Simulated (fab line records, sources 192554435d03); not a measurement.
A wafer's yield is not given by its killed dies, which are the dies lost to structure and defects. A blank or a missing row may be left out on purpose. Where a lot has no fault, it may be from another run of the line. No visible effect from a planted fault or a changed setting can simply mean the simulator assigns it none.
Split-lot trial || flow n5Finfet || 7 lots, 21 wafers read, on a route of 1938 steps

THE SPLIT
At N5_BEOL_M8_PECVD_70 (deposits SiO2 from TEOS/O2, target thk 20 nm, time 22.7 s), the setting tempC was moved away from the recipe's 400 C on 7 of the 21 wafers read, by -4.2% to +1.9%. The other wafers ran this setting at the recipe's value.

FROM THE SPLIT TO THE READING: what the file shows between them, 24 steps
- N5_BEOL_M8_EXPOSE_08: exposes mask M8 (also split here: doseMj)
- N5_BEOL_M8_PEB_09: peb time 60 s
- N5_BEOL_M8_DEVELOP_10: develop time 30 s
- N5_BEOL_M8_CD_MEAS_11: target cd 38.5 nm
- N5_BEOL_M8_DESCUM_16: chemistry O2, time 7.9 s
- N5_BEOL_M8_ETCH_61: etches SiARC in CF4, target depth 45.5 nm, time 75.8 s
- N5_BEOL_M8_ETCH_62: etches SOC in N2/H2, target depth 110 nm, overetch 22 nm, time 165 s
- N5_BEOL_M8_STRIP_68: strips in N2/H2
- N5_BEOL_M8_STRIP_67: strips in CF4
- N5_BEOL_M8_HM_OPEN_17: chemistry Cl2/BCl3, target TiN, target depth 20 nm, overetch 6 nm
- N5_BEOL_M8_STRIP_19: strips in O2
- N5_BEOL_M8_CD_MEAS_18: pitch 80 nm, target cd 40 nm
- N5_BEOL_M8_COAT_22: resist thk 30 nm (also split here: spinRpm)
- N5_BEOL_M8_EXPOSE_25: exposes mask V7, target cd 40 nm (also split here: doseMj)
- N5_BEOL_M8_PEB_26: peb time 60 s
- N5_BEOL_M8_DEVELOP_27: develop time 30 s
- N5_BEOL_M8_CD_MEAS_28: target cd 40 nm
- N5_BEOL_M8_DESCUM_33: chemistry O2, time 7 s
- N5_BEOL_M8_ETCH_72: etches underlayer in N2/H2, target depth 6.5 nm, time 5.2 s
- N5_BEOL_M8_ETCH_65: etches SiARC in CF4, target depth 15.6 nm, time 26 s
- N5_BEOL_M8_ETCH_66: etches SOC in N2/H2, target depth 80 nm, overetch 16 nm, time 120 s
- N5_BEOL_M8_STRIP_69: strips in N2/H2
- N5_BEOL_M8_STRIP_73: strips in N2/H2
- N5_BEOL_M8_STRIP_80: strips in N2/H2, time 10 s

THE READING
SiO2_of_BEOL_M8_PECVD_70.thkNm (the simulator's own value, which no gauge read), in nm, at N5_BEOL_M8_HM_STRIP_39 (strips TiN in peroxide tin strip, target depth 25 nm, time 158 s). There is no usual value for it anywhere in the file. The 14 wafers here that ran the recipe average 19.7 nm, standard deviation 0.24 nm.

{"wafer": "L075.1", "tool, chamber at the split": "pecvd-02, 2", "tempC as run, C": 407.7, "against the recipe": "+1.9%", "SiO2_of_BEOL_M8_PECVD_70.thkNm, nm": 19, "against lot-mates on the recipe": -0.6}
{"wafer": "L075.2", "tool, chamber at the split": "pecvd-02, 0", "tempC as run, C": 400, "against the recipe": "recipe", "SiO2_of_BEOL_M8_PECVD_70.thkNm, nm": 19.6, "against lot-mates on the recipe": "-"}
{"wafer": "L075.3", "tool, chamber at the split": "pecvd-02, 2", "tempC as run, C": 407.7, "against the recipe": "+1.9%", "SiO2_of_BEOL_M8_PECVD_70.thkNm, nm": 19.4, "against lot-mates on the recipe": -0.2}
{"wafer": "L076.3", "tool, chamber at the split": "pecvd-01, 2", "tempC as run, C": 400, "against the recipe": "recipe", "SiO2_of_BEOL_M8_PECVD_70.thkNm, nm": 19.6, "against lot-mates on the recipe": "-"}
{"wafer": "L076.4", "tool, chamber at the split": "pecvd-01, 0", "tempC as run, C": 400, "against the recipe": "recipe", "SiO2_of_BEOL_M8_PECVD_70.thkNm, nm": 19.8, "against lot-mates on the recipe": "-"}
{"wafer": "L076.5", "tool, chamber at the split": "pecvd-01, 1", "tempC as run, C": 400, "against the recipe": "recipe", "SiO2_of_BEOL_M8_PECVD_70.thkNm, nm": 20.4, "against lot-mates on the recipe": "-"}
{"wafer": "L087.1", "tool, chamber at the split": "pecvd-01, 2", "tempC as run, C": 400, "against the recipe": "recipe", "SiO2_of_BEOL_M8_PECVD_70.thkNm, nm": 19.6, "against lot-mates on the recipe": "-"}
{"wafer": "L087.5", "tool, chamber at the split": "pecvd-01, 0", "tempC as run, C": 391.7, "against the recipe": "-2.1%", "SiO2_of_BEOL_M8_PECVD_70.thkNm, nm": 20.6, "against lot-mates on the recipe": "+0.9"}
{"wafer": "L087.6", "tool, chamber at the split": "pecvd-01, 1", "tempC as run, C": 400, "against the recipe": "recipe", "SiO2_of_BEOL_M8_PECVD_70.thkNm, nm": 19.8, "against lot-mates on the recipe": "-"}
{"wafer": "L090.2", "tool, chamber at the split": "pecvd-01, 2", "tempC as run, C": 400, "against the recipe": "recipe", "SiO2_of_BEOL_M8_PECVD_70.thkNm, nm": 19.8, "against lot-mates on the recipe": "-"}
{"wafer": "L090.5", "tool, chamber at the split": "pecvd-01, 0", "tempC as run, C": 400, "against the recipe": "recipe", "SiO2_of_BEOL_M8_PECVD_70.thkNm, nm": 19.6, "against lot-mates on the recipe": "-"}
{"wafer": "L090.6", "tool, chamber at the split": "pecvd-01, 2", "tempC as run, C": 393, "against the recipe": "-1.7%", "SiO2_of_BEOL_M8_PECVD_70.thkNm, nm": 21.2, "against lot-mates on the recipe": "+1.5"}
{"wafer": "L092.2", "tool, chamber at the split": "pecvd-01, 0", "tempC as run, C": 383.2, "against the recipe": "-4.2%", "SiO2_of_BEOL_M8_PECVD_70.thkNm, nm": 21.4, "against lot-mates on the recipe": "+1.8"}
{"wafer": "L092.3", "tool, chamber at the split": "pecvd-01, 1", "tempC as run, C": 383.2, "against the recipe": "-4.2%", "SiO2_of_BEOL_M8_PECVD_70.thkNm, nm": 21.8, "against lot-mates on the recipe": "+2.2"}
{"wafer": "L092.6", "tool, chamber at the split": "pecvd-01, 0", "tempC as run, C": 400, "against the recipe": "recipe", "SiO2_of_BEOL_M8_PECVD_70.thkNm, nm": 19.6, "against lot-mates on the recipe": "-"}
{"wafer": "L093.1", "tool, chamber at the split": "pecvd-01, 2", "tempC as run, C": 400, "against the recipe": "recipe", "SiO2_of_BEOL_M8_PECVD_70.thkNm, nm": 19.6, "against lot-mates on the recipe": "-"}
{"wafer": "L093.2", "tool, chamber at the split": "pecvd-01, 0", "tempC as run, C": 400, "against the recipe": "recipe", "SiO2_of_BEOL_M8_PECVD_70.thkNm, nm": 19.4, "against lot-mates on the recipe": "-"}
{"wafer": "L093.6", "tool, chamber at the split": "pecvd-01, 2", "tempC as run, C": 391.8, "against the recipe": "-2.0%", "SiO2_of_BEOL_M8_PECVD_70.thkNm, nm": 21, "against lot-mates on the recipe": "+1.5"}
{"wafer": "L094.2", "tool, chamber at the split": "pecvd-01, 2,0", "tempC as run, C": 400, "against the recipe": "recipe", "SiO2_of_BEOL_M8_PECVD_70.thkNm, nm": 19.6, "against lot-mates on the recipe": "-"}
{"wafer": "L094.4", "tool, chamber at the split": "pecvd-01, 2,0", "tempC as run, C": 400, "against the recipe": "recipe", "SiO2_of_BEOL_M8_PECVD_70.thkNm, nm": 19.6, "against lot-mates on the recipe": "-"}
{"wafer": "L094.6", "tool, chamber at the split": "pecvd-01, 1", "tempC as run, C": 400, "against the recipe": "recipe", "SiO2_of_BEOL_M8_PECVD_70.thkNm, nm": 20, "against lot-mates on the recipe": "-"}
Rows listing several chambers each stand for several wafers; the file does not say which wafer went through which chamber.

THE FIT
A straight line over all 21 wafers: SiO2_of_BEOL_M8_PECVD_70.thkNm changes by -0.442 nm for each +1% of tempC; r = -0.92; the points scatter about the line by 0.3 nm.
The same after taking each lot's own level away (the mean of its wafers on the recipe; 21 wafers): -0.456 nm for each +1%; r = -0.93; scatter 0.3 nm.
Per that fit: largest tempC move, reading shift of 1.9 nm.
Across the lots, their own levels run from 19.50 to 19.93 nm, a range of 1.8 times the standard deviation given above.
The two slopes are in agreement: the lot-to-lot level therefore moves the slope only a little.
Check: +2.14 nm against its lot-mates is what the line predicts for one of the wafers moved furthest among these (-4.2%) when that wafer is left out of the fit. Against them it came out at +1.8 nm.

THESE WAFERS: OTHER SPLITS
Other splits were also applied to these wafers ahead of the reading. Each is held against what the fit with the lots' levels taken away leaves over:
{"other split on the same wafers": "N5_BEOL_M8_EXPOSE_08 doseMj", "wafers away from the commonest value": 4, "r with SiO2_of_BEOL_M8_PECVD_70.thkNm (lot level and that fit taken away)": "+0.00"}
{"other split on the same wafers": "N5_BEOL_M8_COAT_22 spinRpm", "wafers away from the commonest value": 7, "r with SiO2_of_BEOL_M8_PECVD_70.thkNm (lot level and that fit taken away)": "+0.09"}
{"other split on the same wafers": "N5_BEOL_M8_EXPOSE_25 doseMj", "wafers away from the commonest value": 8, "r with SiO2_of_BEOL_M8_PECVD_70.thkNm (lot level and that fit taken away)": "+0.06"}

THE WHOLE CHAIN: every reading that the file lists as answering this split, in the file's order
{"step": "N5_BEOL_M8_PECVD_70", "what it does": "deposits SiO2 from TEOS/O2, target thk 20 nm, time 22.7 s", "reading": "SiO2_of_BEOL_M8_PECVD_70.thkNm (the simulator's own value, which no gauge read)", "change (the file's fit)": "-0.521 nm for each +1% of the setting", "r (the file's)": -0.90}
{"step": "N5_BEOL_M8_HM_STRIP_39", "what it does": "strips TiN in peroxide tin strip, target depth 25 nm, time 158 s", "reading": "SiO2_of_BEOL_M8_PECVD_70.thkNm (the simulator's own value, which no gauge read)", "change (the file's fit)": "-0.508 nm for each +1% of the setting", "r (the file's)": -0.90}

THE FILE'S OWN FIT
SiO2_of_BEOL_M8_PECVD_70.thkNm changes by -0.508 nm for each +1% of tempC, r = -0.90.
